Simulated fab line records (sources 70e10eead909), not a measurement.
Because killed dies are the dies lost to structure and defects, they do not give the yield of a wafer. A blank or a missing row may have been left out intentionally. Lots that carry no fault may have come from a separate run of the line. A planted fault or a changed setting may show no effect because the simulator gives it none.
Which tool did it? + flow nand harc + 72 wafers from 24 lots sampled at 4 of the route's 1302 steps

== WHAT EACH GAUGE READ, for each wafer ==
NHARC_A_BLC_CD_MEAS_19. Usual: cd nm reads 99.4 nm (standard deviation 1.8).
| lot  | measured     | on        | cd nm (nm)        | flag |
|------|--------------|-----------|-------------------|------|
| L074 | day 22 05:52 | cd sem-02 | 102.1 100.3 100.9 |      |
| L075 | day 22 21:28 | cd sem-01 | 102.4 98.7 99.5   |      |
| L076 | day 23 17:28 | cd sem-03 | 99.7 101.7 100.3  |      |
| L077 | day 23 22:07 | cd sem-02 | 99.1 99.1 101.2   |      |
| L078 | day 24 00:04 | cd sem-01 | 100.8 96.7 99.6   |      |
| L080 | day 25 09:37 | cd sem-03 | 99.6 95.8 100.8   |      |
| L079 | day 25 10:16 | cd sem-01 | 99.3 97.2 100.3   |      |
| L081 | day 25 13:08 | cd sem-02 | 100.7 101.4 101.4 |      |
| L082 | day 26 00:46 | cd sem-03 | 101.5 98.4 97.6   |      |
| L083 | day 26 08:46 | cd sem-01 | 99.3 100.8 99.3   |      |
| L085 | day 26 22:46 | cd sem-01 | 97.4 99.4 98.8    |      |
| L084 | day 27 03:19 | cd sem-01 | 101.9 99.2 96.5   |      |
| L086 | day 27 11:02 | cd sem-01 | 96.5 97.7 101.9   |      |
| L087 | day 27 23:13 | cd sem-03 | 101.1 96.9 100.9  |      |
| L088 | day 28 00:26 | cd sem-01 | 100.2 99.2 97.4   |      |
| L090 | day 28 16:10 | cd sem-03 | 97.0 99.1 99.1    |      |
| L089 | day 28 20:37 | cd sem-03 | 98.4 99.2 97.5    |      |
| L092 | day 29 20:26 | cd sem-03 | 98.1 99.8 100.5   |      |
| L091 | day 30 06:37 | cd sem-01 | 100.5 98.4 97.5   |      |
| L094 | day 30 19:21 | cd sem-02 | 98.6 98.2 98.4    |      |
| L093 | day 30 22:56 | cd sem-01 | 99.3 104.4 100.0  |      |
| L095 | day 31 15:29 | cd sem-02 | 99.9 100.2 101.6  |      |
| L096 | day 32 08:36 | cd sem-02 | 98.5 100.4 98.3   |      |
| L097 | day 32 23:05 | cd sem-01 | 100.8 98.5 97.9   |      |

NHARC_A_M0_INSPECT_11. Usual: raw defect count reads 88 (standard deviation 39).
| lot  | measured     | on                | raw defect count | flag |
|------|--------------|-------------------|------------------|------|
| L074 | day 22 08:55 | defect inspect-02 | 57 61 57         |      |
| L075 | day 23 00:28 | defect inspect-02 | 78 73 76         |      |
| L076 | day 23 20:29 | defect inspect-02 | 100 109 101      |      |
| L077 | day 24 01:23 | defect inspect-01 | 128 83 130       |      |
| L078 | day 24 03:04 | defect inspect-02 | 55 59 67         |      |
| L080 | day 25 12:37 | defect inspect-01 | 128 116 121      |      |
| L079 | day 25 13:16 | defect inspect-02 | 87 74 92         |      |
| L081 | day 25 16:01 | defect inspect-01 | 123 133 124      |      |
| L082 | day 26 03:46 | defect inspect-02 | 32 29 35         |      |
| L083 | day 26 11:46 | defect inspect-02 | 149 133 155      |      |
| L085 | day 27 01:46 | defect inspect-02 | 61 67 81         |      |
| L084 | day 27 06:19 | defect inspect-02 | 34 37 29         |      |
| L086 | day 27 14:02 | defect inspect-02 | 159 154 137      |      |
| L087 | day 28 02:23 | defect inspect-02 | 38 28 27         |      |
| L088 | day 28 03:28 | defect inspect-01 | 106 109 104      |      |
| L090 | day 28 19:05 | defect inspect-02 | 113 115 102      |      |
| L089 | day 28 23:40 | defect inspect-01 | 59 68 61         |      |
| L092 | day 29 23:19 | defect inspect-02 | 160 139 150      |      |
| L091 | day 30 09:38 | defect inspect-02 | 27 49 33         |      |
| L094 | day 30 22:40 | defect inspect-02 | 38 43 43         |      |
| L093 | day 31 01:52 | defect inspect-01 | 144 106 128      |      |
| L095 | day 31 18:57 | defect inspect-02 | 70 65 64         |      |
| L096 | day 32 11:38 | defect inspect-01 | 112 82 112       |      |
| L097 | day 33 02:09 | defect inspect-01 | 105 116 104      |      |

== EACH LOT AND THE TOOL THAT RAN IT (in order: tool; ch and the chambers of the sampled wafers; start) ==
| lot  | NHARC_A_BLC_STRIP_21               | NHARC_A_BLC_ALD_23                  |
|------|------------------------------------|-------------------------------------|
| L074 | rie diel-01 ch 1,2,3, day 22 06:04 | ald metal-01 ch 1,2,3, day 22 06:45 |
| L075 | rie diel-11 ch 1,2, day 22 21:40   | ald metal-03 ch 1,2,3, day 22 22:22 |
| L076 | rie diel-11 ch 0,2,3, day 23 17:39 | ald metal-02 ch 0,2, day 23 18:23   |
| L077 | rie diel-11 ch 1,2, day 23 22:20   | ald metal-03 ch 0,1,3, day 23 23:02 |
| L078 | rie diel-11 ch 1,2,3, day 24 00:14 | ald metal-01 ch 0,1,2, day 24 00:54 |
| L080 | rie diel-11 ch 0,3, day 25 09:47   | ald metal-01 ch 0,3, day 25 10:26   |
| L079 | rie diel-11 ch 0,1,2, day 25 10:26 | ald metal-03 ch 1,2,3, day 25 11:07 |
| L081 | rie diel-11 ch 2,3, day 25 13:19   | ald metal-02 ch 0,1, day 25 13:59   |
| L082 | rie diel-01 ch 1,2,3, day 26 00:56 | ald metal-02 ch 1,2,3, day 26 01:38 |
| L083 | rie diel-01 ch 0,2,3, day 26 08:58 | ald metal-01 ch 1,2, day 26 09:37   |
| L085 | rie diel-11 ch 0,2,3, day 26 22:57 | ald metal-02 ch 0,3, day 26 23:36   |
| L084 | rie diel-11 ch 2,3, day 27 03:29   | ald metal-03 ch 0,1, day 27 04:09   |
| L086 | rie diel-11 ch 1,2,3, day 27 11:13 | ald metal-02 ch 1,2, day 27 11:53   |
| L087 | rie diel-01 ch 0,2,3, day 27 23:24 | ald metal-03 ch 0,1,3, day 28 00:04 |
| L088 | rie diel-01 ch 1,2,3, day 28 00:38 | ald metal-01 ch 0,2,3, day 28 01:20 |
| L090 | rie diel-11 ch 0,2,3, day 28 16:22 | ald metal-02 ch 0,1,3, day 28 17:05 |
| L089 | rie diel-01 ch 1,3, day 28 20:49   | ald metal-02 ch 1,2, day 28 21:28   |
| L092 | rie diel-11 ch 1,2,3, day 29 20:38 | ald metal-01 ch 1,2,3, day 29 21:17 |
| L091 | rie diel-01 ch 1,3, day 30 06:47   | ald metal-02 ch 0,2,3, day 30 07:29 |
| L094 | rie diel-11 ch 1,2, day 30 19:32   | ald metal-02 ch 0,1,2, day 30 20:13 |
| L093 | rie diel-05 ch 1,2,3, day 30 23:08 | ald metal-01 ch 0,1,2, day 30 23:50 |
| L095 | rie diel-11 ch 0,2, day 31 15:40   | ald metal-01 ch 0,1, day 31 16:19   |
| L096 | rie diel-11 ch 0,1,2, day 32 08:47 | ald metal-02 ch 2,3, day 32 09:28   |
| L097 | rie diel-11 ch 1,3, day 32 23:17   | ald metal-01 ch 0,1,2, day 32 23:58 |
- NHARC_A_BLC_STRIP_21: strips in O2.
- NHARC_A_BLC_ALD_23: deposits TiN, target thk 3 nm, pulse time 1 s, ald cycles 150.

== AS READ BY THE TOOLS THEMSELVES (means over the sampled wafers that have a number; for cases with no such wafer, the mark the record gives instead) ==
NHARC_A_BLC_STRIP_21. Usual: drypump motor current A 5.58 A, standard deviation 0.3; oes product au 1.001 a.u., standard deviation 0.0099; rf vpp V 57.7 V, standard deviation 0.89; showerhead plenum p Torr 3.54 Torr, standard deviation 0.099; throttle valve pct 17.036 %, standard deviation 0.009.
| lot  | tool        | drypump motor current A (A) | oes product au (a.u.) | rf vpp V (V) | showerhead plenum p Torr (Torr) | throttle valve pct (%) | flag |
|------|-------------|-----------------------------|-----------------------|--------------|---------------------------------|------------------------|------|
| L074 | rie diel-01 | 5.54                        | 0.999                 | 57.6         | 3.48                            | 17.035                 |      |
| L075 | rie diel-11 | 5.43                        | 1.008                 | 57.9         | 3.59                            | 17.029                 |      |
| L076 | rie diel-11 | 5.45                        | 0.996                 | 57.4         | 3.50                            | 17.028                 |      |
| L077 | rie diel-11 | 5.64                        | 1.013                 | 57.6         | 3.62                            | 17.030                 |      |
| L078 | rie diel-11 | 5.51                        | 1.005                 | 57.1         | 3.57                            | 17.035                 |      |
| L080 | rie diel-11 | 5.59                        | 0.993                 | 56.6         | 3.45                            | 17.043                 |      |
| L079 | rie diel-11 | 5.57                        | 1.006                 | 57.4         | 3.54                            | 17.029                 |      |
| L081 | rie diel-11 | 5.26                        | 1.001                 | 58.4         | 3.55                            | 17.045                 |      |
| L082 | rie diel-01 | 5.53                        | 0.990                 | 58.0         | 3.47                            | 17.031                 |      |
| L083 | rie diel-01 | 5.76                        | 0.997                 | 58.6         | 3.56                            | 17.036                 |      |
| L085 | rie diel-11 | 5.44                        | 1.001                 | 57.4         | 3.50                            | 17.036                 |      |
| L084 | rie diel-11 | 5.27                        | 1.004                 | 58.0         | 3.55                            | 17.030                 |      |
| L086 | rie diel-11 | 5.49                        | 1.007                 | 57.8         | 3.57                            | 17.036                 |      |
| L087 | rie diel-01 | 5.73                        | 1.002                 | 58.4         | 3.56                            | 17.043                 |      |
| L088 | rie diel-01 | 5.53                        | 0.997                 | 57.9         | 3.47                            | 17.031                 |      |
| L090 | rie diel-11 | 5.43                        | 1.007                 | 56.9         | 3.49                            | 17.039                 |      |
| L089 | rie diel-01 | 5.44                        | 0.995                 | 57.6         | 3.44                            | 17.031                 |      |
| L092 | rie diel-11 | 5.46                        | 1.010                 | 58.3         | 3.56                            | 17.035                 |      |
| L091 | rie diel-01 | 5.68                        | 0.985                 | 56.5         | 3.42                            | 17.035                 |      |
| L094 | rie diel-11 | 5.64                        | 1.005                 | 57.9         | 3.61                            | 17.039                 |      |
| L093 | rie diel-05 | 6.20                        | 0.997                 | 57.1         | 3.49                            | 17.035                 |      |
| L095 | rie diel-11 | 5.34                        | 1.008                 | 57.6         | 3.51                            | 17.033                 |      |
| L096 | rie diel-11 | 5.58                        | 1.004                 | 58.5         | 3.53                            | 17.034                 |      |
| L097 | rie diel-11 | 5.71                        | 1.009                 | 58.1         | 3.59                            | 17.037                 |      |

NHARC_A_BLC_ALD_23. Usual: heater power w 1071 W, standard deviation 110; precursor pulse height rel 1.000, standard deviation 0.021; susceptor temp C 449.97 C, standard deviation 0.26.
| lot  | tool         | heater power w (W) | precursor pulse height rel | susceptor temp C (C) | flag |
|------|--------------|--------------------|----------------------------|----------------------|------|
| L074 | ald metal-01 | 1121               | 0.988                      | 449.89               |      |
| L075 | ald metal-03 | 985                | 0.992                      | 449.94               |      |
| L076 | ald metal-02 | 932                | 1.011                      | 450.13               |      |
| L077 | ald metal-03 | 1009               | 1.010                      | 449.91               |      |
| L078 | ald metal-01 | 1137               | 0.996                      | 450.01               |      |
| L080 | ald metal-01 | 1124               | 0.996                      | 449.84               |      |
| L079 | ald metal-03 | 1028               | 0.990                      | 450.02               |      |
| L081 | ald metal-02 | 1011               | 1.000                      | 450.26               |      |
| L082 | ald metal-02 | 1088               | 0.977                      | 449.94               |      |
| L083 | ald metal-01 | 1071               | 0.987                      | 450.19               |      |
| L085 | ald metal-02 | 971                | 1.006                      | 449.94               |      |
| L084 | ald metal-03 | 1060               | 0.988                      | 449.87               |      |
| L086 | ald metal-02 | 1072               | 0.997                      | 449.81               |      |
| L087 | ald metal-03 | 1024               | 0.989                      | 449.91               |      |
| L088 | ald metal-01 | 1173               | 1.006                      | 449.98               |      |
| L090 | ald metal-02 | 1054               | 0.993                      | 449.92               |      |
| L089 | ald metal-02 | 1063               | 1.010                      | 449.76               |      |
| L092 | ald metal-01 | 1122               | 0.997                      | 450.03               |      |
| L091 | ald metal-02 | 1025               | 0.998                      | 450.09               |      |
| L094 | ald metal-02 | 1011               | 0.993                      | 449.92               |      |
| L093 | ald metal-01 | 1123               | 1.004                      | 449.83               |      |
| L095 | ald metal-01 | 1058               | 1.006                      | 449.90               |      |
| L096 | ald metal-02 | 1142               | 1.021                      | 450.01               |      |
| L097 | ald metal-01 | 1114               | 0.996                      | 449.99               |      |

== THE ANSWER, worked out from the rows above alone ==
Rule: a lot is off if the mean of its wafers that have a number lies more than 3 standard deviations from the usual mean. A lot without any number at a reading at which 4 lots or more have one is off too. Any other lot the step has rows for is counted as sound. After the gauges, taken in route order, come the tools' own readings; for these a lot's mean is taken, as printed above. At the first step where some lot is off, the reading lying furthest off is the one used; lots without a number count as furthest.
No lot is off at any reading shown: from this, nothing can be told.

== WHAT WAS PUT IN BY THE SIMULATOR ==
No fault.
